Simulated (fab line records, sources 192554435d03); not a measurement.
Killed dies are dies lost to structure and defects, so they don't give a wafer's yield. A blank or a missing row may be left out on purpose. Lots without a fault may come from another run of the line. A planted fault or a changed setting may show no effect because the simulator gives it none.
fab line records | flow n5_finfet
record lots=7 wafers=39
route steps=1938 shown ZERO_LAYER@4 SD_EPI_N@288 SD_EPI_P@314 HKMG_FIN@406 MOL_CONTACT_COAG@562 BEOL_M4@1111
start_h: hours from the record's first day to the start of the lot's first wafer shown | wait_h: hours since the lot's step before | " the same as in the row above | L1.1+2: a row that stands for several wafers | - no value, or no start given | * or withheld: withheld | < > ~ a bound
route shown NAME@n: a module of which the file shows steps, and the number in the route of the first | usual: mean/standard deviation of fault-free wafers | same: alike in all rows | chamber/n: place in a boat | sites: the reading at each site | _std_site: their standard deviation | _edge_site: outer sites' mean less inner sites' | radius_mm: how far each site lies from the wafer's centre | mask NAME#n: copy n | behind: the tool/chamber that last shaped the wafer | hold: why the lot was held/for how many hours/how that ended | device: the transistor (n, p or np) that didn't switch | end of line: the same wafers' tests at the end of the route | a step without rows: its recipe alone | killed: dies lost to structure and defects at the first sort, not the wafer's yield | map: a wafer's dies, x killed, . not, _ none there
set.NAME: the setting as run; set.NAME@STEP: as run at that earlier step | model.NAME: the simulator's own value behind a step, which no gauge read
lots whose settings were changed on purpose; a table a step, a row a wafer
## steps
# step N5_ZERO_LAYER_PECVD_02
# recipe material=SiO2 target_thk_a=100 temp_c=400 precursor=SiH4/N2O pressure_torr=0.75 rf_w=275 time_s=6
# step N5_SD_EPI_N_EPI_21
# recipe material=Si:P dopant=P temp_c=680 pressure_torr=255 time_s=690
# step N5_SD_EPI_P_SD_RECESS_17
# recipe chemistry=HBr/Cl2/O2 target_depth_a=391 bt_time_s=3 pressure_mtorr=10 icp_w=800 bias_w=112 HBr_flow_sccm=150 Cl2_flow_sccm=80 O2_flow_sccm=12
# step N5_HKMG_FIN_ETCH_58
# recipe chemistry=N2/H2 target=SOC target_depth_a=2158 ion_energy_ev=50 bias_w=13 time_s=741 pressure_mtorr=30 source_w=875 n2_flow_sccm=200 h2_flow_sccm=200
# step N5_HKMG_FIN_ALD_79
# recipe material=TiN target_thk_a=15 temp_c=400 ald_precursor_family=TiCl4 ald_co_reactant=NH3 pulse_time_s=1 purge_time_s=3 co_reactant_purge_time_s=2 co_reactant_pulse_time_s=2 ald_cycles=68 pressure_torr=3
# step N5_HKMG_FIN_ALD_91
# recipe material=TiN target_thk_a=10 temp_c=400 ald_precursor_family=TiCl4 ald_co_reactant=NH3 pulse_time_s=1 purge_time_s=3 co_reactant_purge_time_s=2 co_reactant_pulse_time_s=2 ald_cycles=47 pressure_torr=3
# step N5_MOL_CONTACT_COAG_ALD_123
# recipe material=SiNx target_thk_a=50 temp_c=400 ald_precursor_family=SiH2I2 ald_co_reactant=N2/H2-plasma pulse_time_s=1 purge_time_s=2 co_reactant_purge_time_s=2 ald_cycles=100 pressure_torr=2
# step N5_BEOL_M4_RC_MEAS_101
# usual RS_SD_N=28.4/0.36
# columns lot.wafer tool chamber start_h wait_h set.target_thk_a@ZERO_LAYER_PECVD_02 set.dopant_conc_cm3@SD_EPI_N_EPI_21 set.target_depth_a@SD_EPI_P_SD_RECESS_17 set.target_depth_a@HKMG_FIN_ETCH_58 set.ald_cycles@HKMG_FIN_ALD_79 set.co_reactant_pulse_time_s@HKMG_FIN_ALD_91 set.ald_cycles@MOL_CONTACT_COAG_ALD_123 RS_SD_N[ohm/sq]
L077.1 prober-01 0 197.16 0.1 100 2e+21 391 2158 68 2 100 28.3
L077.2 " 0 " " 100 1.913e+21 391 2158 58 2 100 28.4
L077.3 " 0 " " 84.64 2e+21 391 2158 58 2 100 28.1
L077.4 " 0 " " 84.64 2e+21 391 2158 68 2 100 28.0
L077.5 " 0 " " 84.64 1.913e+21 391 2158 58 2 100 28.7
L077.6 " 0 " " 100 1.913e+21 391 2158 68 2 100 28.9
L078.1 prober-01 0 200.37 0.2 100 2e+21 424.3 1940 68 2 100 28.7
L078.2 " 0 " " 100 2.247e+21 424.3 2158 68 2 100 27.5
L078.3 " 0 " " 111.9 2.247e+21 391 1940 68 2.205 100 27.4
L078.4 " 0 " " 111.9 2e+21 391 2158 65 2 100 28.3
L078.5 " 0 " " 100 2.247e+21 391 2158 65 2.205 100 27.2
L078.6 " 0 " " 111.9 2e+21 424.3 1940 65 2.205 100 28.7
L079.1 prober-01 0 203.58 0.0 100 2e+21 391 2158 68 2.129 116 28.9
L079.2 " 0 " " 100 2e+21 391 2158 68 2.129 100 28.7
L079.3 " 0 " " 115.2 2e+21 391 2158 68 2 116 28.6
L079.4 " 0 " " 115.2 2e+21 391 2158 68 2.129 100 28.1
L079.5 " 0 " " 100 2e+21 391 2158 68 2 100 28.5
L079.6 " 0 " " 115.2 2e+21 391 2158 68 2 116 27.9
L084.1 prober-02 0 230.57 0.0 100 2e+21 391 2158 68 2 100 28.4
L084.5 " 0 " " 100 2e+21 391 2158 68 2 100 28.4
L084.6 " 0 " " 100 2e+21 391 2158 68 2 100 28.6
L091.1 prober-02 0 260.66 0.0 100 1.803e+21 391 2403 68 2 100 29.2
L091.2 " 0 " " 93.32 1.803e+21 425 2403 68 2.153 100 29.2
L091.3 " 0 " " 93.32 2e+21 425 2158 68 2.153 100 28.8
L091.4 " 0 " " 93.32 1.803e+21 391 2158 68 2.153 100 28.7
L091.5 " 0 " " 100 2e+21 425 2158 68 2 100 28.2
L091.6 " 0 " " 100 2e+21 391 2403 68 2 100 28.2
L092.1 prober-02 0 284.65 0.0 100 2e+21 403.2 2158 68 2 100 28.1
L092.2 " 0 " " 100 2e+21 391 2240 68 2 100 27.7
L092.3 " 0 " " 100 2e+21 391 2158 68 2 100 28.0
L092.4 " 0 " " 100 2e+21 403.2 2240 68 2 100 28.2
L092.5 " 0 " " 100 2e+21 403.2 2240 68 2 100 27.9
L092.6 " 0 " " 100 2e+21 391 2158 68 2 100 27.9
L097.1 prober-02 0 298.90 0.0 100 2e+21 411.8 2158 68 2 100 27.8
L097.2 " 0 " " 106.9 2e+21 391 2158 68 2 106 28.5
L097.3 " 0 " " 100 2e+21 391 2158 68 2 106 28.2
L097.4 " 0 " " 106.9 1.694e+21 411.8 2158 68 2 100 29.3
L097.5 " 0 " " 106.9 1.694e+21 411.8 2158 68 2 106 29.5
L097.6 " 0 " " 100 1.694e+21 391 2158 68 2 100 29.2
## key
split step=N5_ZERO_LAYER_PECVD_02 setting=target_thk_a stated_as=100
response none clear
split step=N5_SD_EPI_N_EPI_21 setting=dopant_conc_cm3 stated_as=2e+21
response step=N5_BEOL_M4_RC_MEAS_101 reading=RS_SD_N slope=-0.083 per=1% together_with=all explained=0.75
split step=N5_SD_EPI_P_SD_RECESS_17 setting=target_depth_a stated_as=391
response none clear
split step=N5_HKMG_FIN_ETCH_58 setting=target_depth_a stated_as=2158
response none clear
split step=N5_HKMG_FIN_ALD_79 setting=ald_cycles stated_as=68
response none clear
split step=N5_HKMG_FIN_ALD_91 setting=co_reactant_pulse_time_s stated_as=2
response none clear
split step=N5_MOL_CONTACT_COAG_ALD_123 setting=ald_cycles stated_as=100
response none clear
